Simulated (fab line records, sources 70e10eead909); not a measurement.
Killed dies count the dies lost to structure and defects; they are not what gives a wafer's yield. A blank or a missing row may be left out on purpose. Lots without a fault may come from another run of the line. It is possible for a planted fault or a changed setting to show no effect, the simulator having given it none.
What tool caused it? :: flow nand-harc :: 11 lots with 33 wafers sampled at 3 steps, on a route of 1302 steps

WHAT THE GAUGES READ, wafer by wafer
NHARC_END_SORT_01.
lot: L276
measured: day 24 14:05
on: prober-01
killed-at-periphery: 9 4 13

lot: L277
measured: day 25 09:58
on: prober-01
killed-at-periphery: 2 2 5

lot: L278
measured: day 25 04:16
on: prober-02
killed-at-periphery: 2 5 3

lot: L281
measured: day 26 15:25
on: prober-02
killed-at-periphery: 7 7 6

lot: L282
measured: day 27 21:47
on: prober-02
killed-at-periphery: 1 2 0

lot: L285
measured: day 28 06:38
on: prober-01
killed-at-periphery: 2 2 2

lot: L286
measured: day 28 18:31
on: prober-02
killed-at-periphery: 3 2 2

lot: L289
measured: day 29 11:12
on: prober-02
killed-at-periphery: 6 0 613

lot: L290
measured: day 31 05:47
on: prober-01
killed-at-periphery: 618 2 1

lot: L298
measured: day 33 03:29
on: prober-01
killed-at-periphery: 13 5 3

lot: L299
measured: day 33 04:50
on: prober-02
killed-at-periphery: 6 0 9

WHAT TOOL EACH LOT RAN ON (gives the tool, then ch and the chambers of the sampled wafers, and finally the start)
lot: L276
NHARC_P_M2_STRIP_18: rie-diel-05 ch 0,2,3, day 6 10:44
NHARC_P_M2_ETCH_28: rie-diel-05 ch 0,2,3, day 6 11:01

lot: L277
NHARC_P_M2_STRIP_18: rie-diel-13 ch 1,2,3, day 7 01:08
NHARC_P_M2_ETCH_28: rie-diel-13 ch 2,3, day 7 01:20

lot: L278
NHARC_P_M2_STRIP_18: rie-diel-03 ch 0,1,2, day 7 03:53
NHARC_P_M2_ETCH_28: rie-diel-03 ch 0,1,2, day 7 04:06

lot: L281
NHARC_P_M2_STRIP_18: rie-diel-03 ch 0,1,3, day 8 10:37
NHARC_P_M2_ETCH_28: rie-diel-03 ch 0,1, day 8 10:49

lot: L282
NHARC_P_M2_STRIP_18: rie-diel-13 ch 1,3, day 8 22:01
NHARC_P_M2_ETCH_28: rie-diel-13 ch 1,2, day 8 22:14

lot: L285
NHARC_P_M2_STRIP_18: rie-diel-05 ch 0,3, day 10 04:37
NHARC_P_M2_ETCH_28: rie-diel-05 ch 0,3, day 10 04:54

lot: L286
NHARC_P_M2_STRIP_18: rie-diel-03 ch 1,3, day 10 18:19
NHARC_P_M2_ETCH_28: rie-diel-03 ch 0,2, day 10 18:31

lot: L289
NHARC_P_M2_STRIP_18: rie-diel-13 ch 0,2,3, day 11 16:59
NHARC_P_M2_ETCH_28: rie-diel-13 ch 0,2,3, day 11 17:13

lot: L290
NHARC_P_M2_STRIP_18: rie-diel-03 ch 0,1, day 12 17:15
NHARC_P_M2_ETCH_28: rie-diel-13 ch 0,2,3, day 12 17:32

lot: L298
NHARC_P_M2_STRIP_18: rie-diel-03 ch 0,2,3, day 15 13:22
NHARC_P_M2_ETCH_28: rie-diel-03 ch 2,3, day 15 13:35

lot: L299
NHARC_P_M2_STRIP_18: rie-diel-13 ch 0,1,2, day 15 20:31
NHARC_P_M2_ETCH_28: rie-diel-13 ch 0,1, day 15 20:45
- NHARC_P_M2_STRIP_18: strips in N2/H2.
- NHARC_P_M2_ETCH_28: etches the open film in CF4/N2, target depth 30 nm, time 72.99 s.

THE ANSWER, worked out from the rows above alone
Rule: the lots themselves supply what counts as usual. The widest of any qualifying gaps counts: lots, ordered by their means at a reading, are off when they make up no more than a third of the lots, leave a main group of 4 or more, and stand apart from it by 3 or more times the standard deviation of that group's means. The tables above print the reading to a certain number of digits; a main group whose means all agree to those digits is not used. A lot without any number at a reading at which 4 lots or more have one is off too. Where the step has rows for the other lots, those lots are counted as sound.
Off at NHARC_END_SORT_01 (killed-at-periphery): L289, L290. Main group: mean 4.3, sd 2.5.
If a tool, at a process step before that reading, ran all the lots that are off and no sound lot after the first of them, it fits. The gauges at NHARC_END_SORT_01 are tried like those tools. None of those tried fits.

WHAT THE SIMULATOR HAD INSERTED
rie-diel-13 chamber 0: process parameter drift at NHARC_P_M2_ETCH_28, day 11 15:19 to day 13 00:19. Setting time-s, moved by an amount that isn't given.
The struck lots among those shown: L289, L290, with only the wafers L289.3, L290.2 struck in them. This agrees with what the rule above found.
